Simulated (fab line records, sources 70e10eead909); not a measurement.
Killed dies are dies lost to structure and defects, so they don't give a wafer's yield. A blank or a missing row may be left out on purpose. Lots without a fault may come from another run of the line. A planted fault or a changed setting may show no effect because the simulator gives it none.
Problem report in the 8D (eight disciplines) form, filled by code | flow nand_harc | the parts of the form that need people (team, actions taken, sign-off) are left out

1. THE PROBLEM
cd_nm at NHARC_A_M1_CD_MEAS_09 reads a mean of 125.3 nm on 6 wafers of 2 lots; wafers without a fault read 120.5 nm with a standard deviation of 0.89. That is +5.4 standard deviations from the usual mean.
The step: target cd 120 nm.
First seen on wafer L939.1, day 29 16:20, on cd_sem-02. The record holds 36 wafers of 12 lots with a number at this step. Rule for "out", or "out of limits": more than 4 standard deviations from the usual mean. The other wafers with a number count as sound.

2. WHAT IT IS AND WHAT IT IS NOT
question                    | is                     | is not
which readings at this step | cd_nm                  | -
which lots                  | L939, L941             | L923, L924, L925, L926, L927, L928, L931, L943, L945, L946
which wafers of those lots  | all that have a number | -
read on which gauges        | cd_sem-02              | cd_sem-01, cd_sem-03
when                        | from day 29 16:20      | up to then (21 sound wafers); but 9 sound wafers of L943, L945, L946 came after

3. SUSPECTS, AND WHAT RULES EACH OUT
Counting: a tool at a process step up to the reading stays a suspect if it ran every lot that is out and no sound lot after the first of them.
- the gauge at NHARC_A_M1_CD_MEAS_09: ruled out. All the wafers that are out were read on cd_sem-02, but those of them that NHARC_A_M1_PEB_07 has rows for are out there too, on other tools.
- litho_track-06 at NHARC_A_M1_PEB_07 (peb time 65 s): kept. It ran every lot that is out, first L939 (day 29 16:15), and no sound lot after that; its last sound lot up to then is L931 (day 26 03:16). Its own readings are out on those wafers: heater_power_total_W, plate_temp_C.
Left after counting: litho_track-06 at NHARC_A_M1_PEB_07.

4. THE CAUSE (what the simulator had put in)
Process parameter drift: litho_track-06, from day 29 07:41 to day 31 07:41, at NHARC_A_M1_PEB_07. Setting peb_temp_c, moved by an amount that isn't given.
Counting left only this tool.

5. THE CHAIN OF EFFECTS, in route order
Each row: a reading whose mean over the struck wafers that have a number lies more than 3 standard deviations from the usual. Only readings for which the record gives a usual standard deviation are gone through. hours: the time from each lot's start at the first step in this table that gives one to its start at this step, as a median over the lots. sigmas: the change in usual standard deviations.
hours | step                  | reading              | usual    | on struck wafers | change | sigmas
0     | NHARC_A_M1_PEB_07     | heater_power_total_W | 156.7 W  | 160.2            | +3.5   | +8.5
0     | NHARC_A_M1_PEB_07     | plate_temp_C         | 99.99 C  | 101.68           | +1.69  | +13
0     | NHARC_A_M1_CD_MEAS_09 | cd_nm                | 120.5 nm | 125.3            | +4.8   | +5.4
1     | NHARC_A_M1_CD_MEAS_16 | cd_nm                | 120.0 nm | 125.0            | +5.0   | +4.5
The process steps in it:
- NHARC_A_M1_PEB_07: peb time 65 s.
Later measuring or inspecting steps at which every struck wafer that the step has a row for has a number for every such reading, and none has moved that far: NHARC_END_SORT_01.

6. WHAT WOULD HAVE CAUGHT IT SOONER
In this record the first reading out of limits at a measuring or inspecting step was taken at day 29 16:20, 9 hours after the fault began at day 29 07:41.
The tool's own readings at NHARC_A_M1_PEB_07 were out on every struck wafer that the step has a row for (heater_power_total_W, plate_temp_C): an alarm limit on them would have fired on the first of those.
Of the lots that are out (2), L941 began NHARC_A_M1_PEB_07 on litho_track-06 after day 29 16:20. A hold on the tool at that time would have spared it.
